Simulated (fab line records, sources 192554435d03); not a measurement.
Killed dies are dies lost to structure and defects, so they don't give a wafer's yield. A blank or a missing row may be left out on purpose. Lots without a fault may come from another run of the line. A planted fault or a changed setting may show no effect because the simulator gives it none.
Problem report in the 8D (eight disciplines) form, filled by code | flow n5_finfet | the parts of the form that need people (team, actions taken, sign-off) are left out

1. THE PROBLEM
raw_defect_count at N5_SD_EPI_P_INSPECT_26 reads a mean of 829 on 6 wafers of 2 lots; wafers without a fault read 179 with a standard deviation of 39. That is +17 standard deviations from the usual mean.
The step: inspects for defects (darkfield).
First seen on wafer L446.2, day 6 18:36, on defect_inspect-01. The record holds 26 wafers of 10 lots with a number at this step. Rule for "out", or "out of limits": more than 4 standard deviations from the usual mean. The other wafers with a number count as sound.

2. WHAT IT IS AND WHAT IT IS NOT
question                    | is                     | is not
which readings at this step | raw_defect_count       | -
which lots                  | L446, L448             | L434, L435, L437, L439, L442, L453, L456, L457
which wafers of those lots  | all that have a number | -
read on which gauges        | defect_inspect-01      | defect_inspect-02
when                        | from day 6 18:36       | up to then (13 sound wafers); but 7 sound wafers of L453, L456, L457 came after

3. SUSPECTS, AND WHAT RULES EACH OUT
Counting: a tool at a process step up to the reading stays a suspect if it ran every lot that is out and no sound lot after the first of them.
- the gauge at N5_SD_EPI_P_INSPECT_26: ruled out. All the wafers that are out were read on defect_inspect-01, but those of them that N5_PASSIVATION_PROBE_49 has rows for are out there too, on other tools.
- wet_bench-01 at N5_SD_EPI_P_PRECLEAN_52 (cleans in O3/DIW, time 60 s): kept. It ran every lot that is out, first L446 (day 6 15:48), and no sound lot after that; its last sound lot up to then is L439 (day 4 13:16).
Left after counting: wet_bench-01 at N5_SD_EPI_P_PRECLEAN_52.

4. THE CAUSE (what the simulator had put in)
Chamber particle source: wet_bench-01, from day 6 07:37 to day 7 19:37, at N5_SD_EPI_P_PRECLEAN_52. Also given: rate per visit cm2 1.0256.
Counting left only this tool.

5. THE CHAIN OF EFFECTS, in route order
Each row: a reading whose mean over the struck wafers that have a number lies more than 3 standard deviations from the usual. Only readings for which the record gives a usual standard deviation are gone through. hours: the time from each lot's start at the first step in this table that gives one to its start at this step, as a median over the lots. sigmas: the change in usual standard deviations.
hours | step                        | reading              | usual  | on struck wafers | change | sigmas
0     | N5_SD_EPI_P_INSPECT_26      | raw_defect_count     | 179    | 829              | +650   | +17
1     | N5_SD_ACTIVATION_INSPECT_02 | raw_defect_count     | 176    | 841              | +665   | +18
208   | N5_PASSIVATION_PROBE_49     | defect_limited_yield | 91.3 % | 79.7             | -11.6  | -8.3
208   | N5_PASSIVATION_PROBE_49     | killed_at_front_end  | 41     | 169              | +128   | +11
208   | N5_PASSIVATION_PROBE_49     | killed_dies          | 103    | 239              | +136   | +8.0
208   | N5_PASSIVATION_PROBE_49     | sort_bin_5_function  | 5.0 %  | 12.6             | +7.6   | +8.4
208   | N5_PASSIVATION_PROBE_49     | sort_n_pass          | 1076   | 941              | -135   | -8.0
208   | N5_PASSIVATION_PROBE_49     | sort_yield_pct       | 91.2 % | 79.7             | -11.5  | -8.2
The process steps in it:
- N5_PASSIVATION_PROBE_49
Later measuring or inspecting steps at which every struck wafer that the step has a row for has a number for every such reading, and none has moved that far: N5_BEOL_M4_RC_MEAS_101.

6. WHAT WOULD HAVE CAUGHT IT SOONER
In this record the first reading out of limits at a measuring or inspecting step was taken at day 6 18:36, 11 hours after the fault began at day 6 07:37.
Of the lots that are out (2), L448 began N5_SD_EPI_P_PRECLEAN_52 on wet_bench-01 after day 6 18:36. A hold on the tool at that time would have spared it.
